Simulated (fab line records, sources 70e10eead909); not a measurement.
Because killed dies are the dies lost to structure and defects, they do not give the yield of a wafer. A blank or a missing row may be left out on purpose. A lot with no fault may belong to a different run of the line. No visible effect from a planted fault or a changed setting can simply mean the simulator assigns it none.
Which of the tools did it? / flow nand-harc / Sampling: 6 lots, 18 wafers, 5 of 1302 route steps

== WHAT THE GAUGES READ, wafer by wafer ==
NHARC_END_SORT_01.
lot / measured / on / killed-at-array

== WHICH TOOL RAN EACH LOT (tool, then ch and the chambers of the sampled wafers, then the start) ==
lot=L453; NHARC_A_CONTACT_ETCH_31=rie-diel-06 ch 0,1,3, day 23 12:22; NHARC_A_CONTACT_ETCH_134=har-cap-etch-03 ch 0,1, day 23 12:47; NHARC_A_CONTACT_ETCH_139=har-cap-etch-03 ch 0,1, day 23 14:05; NHARC_A_CONTACT_ETCH_92=rie-diel-11 ch 0,1, day 23 14:35
lot=L459; NHARC_A_CONTACT_ETCH_31=rie-diel-11 ch 0,1, day 24 04:38; NHARC_A_CONTACT_ETCH_134=har-cap-etch-02 ch 0,1, day 24 05:08; NHARC_A_CONTACT_ETCH_139=har-cap-etch-02 ch 0,1, day 24 06:26; NHARC_A_CONTACT_ETCH_92=rie-diel-06 ch 2,3, day 24 06:58
lot=L464; NHARC_A_CONTACT_ETCH_31=rie-diel-06 ch 0,1,3, day 26 17:13; NHARC_A_CONTACT_ETCH_134=har-cap-etch-02 ch 0,1, day 26 17:45; NHARC_A_CONTACT_ETCH_139=har-cap-etch-02 ch 0,1, day 26 19:04; NHARC_A_CONTACT_ETCH_92=rie-diel-11 ch 0,1,3, day 26 19:31
lot=L468; NHARC_A_CONTACT_ETCH_31=rie-diel-06 ch 0,1,2, day 28 06:39; NHARC_A_CONTACT_ETCH_134=har-cap-etch-03 ch 0,1, day 28 07:11; NHARC_A_CONTACT_ETCH_139=har-cap-etch-03 ch 0,1, day 28 08:28; NHARC_A_CONTACT_ETCH_92=rie-diel-11 ch 0,1,3, day 28 09:02
lot=L473; NHARC_A_CONTACT_ETCH_31=rie-diel-11 ch 0,1,3, day 30 18:07; NHARC_A_CONTACT_ETCH_134=har-cap-etch-03 ch 0,1, day 30 18:39; NHARC_A_CONTACT_ETCH_139=har-cap-etch-03 ch 0,1, day 30 19:56; NHARC_A_CONTACT_ETCH_92=rie-diel-06 ch 0,1,2, day 30 20:31
lot=L476; NHARC_A_CONTACT_ETCH_31=rie-diel-11 ch 0,1,3, day 31 19:46; NHARC_A_CONTACT_ETCH_134=har-cap-etch-03 ch 0,1, day 31 20:22; NHARC_A_CONTACT_ETCH_139=har-cap-etch-03 ch 0,1, day 31 21:40; NHARC_A_CONTACT_ETCH_92=rie-diel-11 ch 0,3, day 31 22:07
- NHARC_A_CONTACT_ETCH_31: etches the open film in O2/COS, target depth 2800 nm, time 728 s.
- NHARC_A_CONTACT_ETCH_134: etches the open film in C4F8/O2/Ar, time 140 s, target depth 700 nm.
- NHARC_A_CONTACT_ETCH_139: etches the open film in C4F8/O2/Ar, time 195 s, target depth 840 nm.
- NHARC_A_CONTACT_ETCH_92: etches the open film in CH3F/O2, target depth 40 nm, time 85.7 s.

== THE ANSWER, worked out from the rows above alone ==
Rule: the usual values come from the lots themselves. The widest of any qualifying gaps counts: lots, ordered by their means at a reading, are off when they make up no more than a third of the lots, leave a main group of 4 or more, and stand apart from it by 3 or more times the standard deviation of that group's means. If all means in a main group match to the digits the tables above print for the reading, that group is not used. Also off: a lot with no number at a reading for which 4 or more lots have one. Any other lot the step has rows for is counted as sound.
No lot is off on any of the readings shown, so nothing can be concluded from this.

== WHAT THE SIMULATOR HAD INSERTED ==
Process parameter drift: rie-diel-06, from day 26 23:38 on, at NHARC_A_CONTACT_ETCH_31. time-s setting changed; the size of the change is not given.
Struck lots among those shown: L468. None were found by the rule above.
